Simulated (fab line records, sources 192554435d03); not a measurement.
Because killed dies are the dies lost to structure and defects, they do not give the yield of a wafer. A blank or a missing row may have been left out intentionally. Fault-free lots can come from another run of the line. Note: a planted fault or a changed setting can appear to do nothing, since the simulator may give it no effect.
Matching of chambers | flow n5Finfet | rieDiel-02 running N5_BEOL_M9_ETCH_76: 4 sister chambers
The step etches underlayer in N2/H2, target depth 6.5 nm, time 5.2 s. 16 wafers are shown with their chamber, then 8 later ones without.

== WAFERS WITH THEIR CHAMBER ==
wafer  | chamber | throttleValvePct (%) | showerheadPlenumPTorr (Torr) | oesProductAu (a.u.)
L074.2 | 2       | 17.79                | 2.49                         | 0.79
L074.3 | 1       | 18.21                | 2.41                         | 0.59
L074.6 | 0       | 17.62                | 2.48                         | 0.78
L077.1 | 3       | 18.13                | 2.41                         | 0.58
L077.5 | 2       | 17.81                | 2.49                         | 0.79
L077.6 | 3       | 18.15                | 2.41                         | 0.58
L079.3 | 1       | 18.21                | 2.40                         | 0.58
L079.4 | 2       | 17.79                | 2.49                         | 0.79
L079.6 | 3       | 18.13                | 2.41                         | 0.58
L083.3 | 2       | 17.80                | 2.48                         | 0.78
L083.5 | 0       | 17.61                | 2.48                         | 0.75
L083.6 | 1       | 18.21                | 2.40                         | 0.58
L085.3 | 3       | 18.16                | 2.41                         | 0.58
L085.4 | 1       | 18.21                | 2.40                         | 0.59
L085.5 | 3       | 18.16                | 2.41                         | 0.57
L086.3 | 1       | 18.27                | 2.40                         | 0.57

SIGNATURES (means of the wafers above)
reading               | chamber 0 | chamber 1 | chamber 2 | chamber 3 | scatter within a chamber
throttleValvePct      | 17.6150   | 18.2220   | 17.7975   | 18.1460   | 0.0185
showerheadPlenumPTorr | 2.4800    | 2.4020    | 2.4875    | 2.4100    | 0.00359
oesProductAu          | 0.7650    | 0.5820    | 0.7875    | 0.5780    | 0.00859
Rule: distance of a wafer from a chamber = root of the sum over the readings of ((wafer's reading minus chamber's mean) / reading's scatter) squared. If the next closest chamber is less than 2 further off than the closest, the wafer can't be placed; otherwise it belongs to the closest. The scatter: take each reading less its chamber's mean, square it, sum over the shown wafers, divide by the number of wafers less the number of chambers, and take the root.

== WAFERS WHOSE CHAMBER IS MISSING ==
wafer  | throttleValvePct (%) | showerheadPlenumPTorr (Torr) | oesProductAu (a.u.)
L086.4 | 17.67                | 2.47                         | 0.74
L086.6 | 18.25                | 2.40                         | 0.58
L094.2 | 17.72                | 2.72                         | 0.79
L094.3 | 17.85                | 2.47                         | 0.73
L094.6 | 17.67                | 2.46                         | 0.71
L096.1 | 17.74                | 2.72                         | 0.86
L096.3 | 17.73                | 2.72                         | 0.77
L096.5 | 17.69                | 2.46                         | 0.71

== WHICH CHAMBER EACH WENT THROUGH ==
wafer  | from the rows above | in truth
L086.4 | 0                   | 0
L086.6 | 1                   | 1
L094.2 | 2                   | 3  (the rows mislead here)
L094.3 | 2                   | 2
L094.6 | 0                   | 0
L096.1 | 2                   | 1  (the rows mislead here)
L096.3 | 2                   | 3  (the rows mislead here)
L096.5 | 0                   | 0
Correctly placed: 5 of 8. Number that these rows cannot place: 0. 3 placed wrongly.
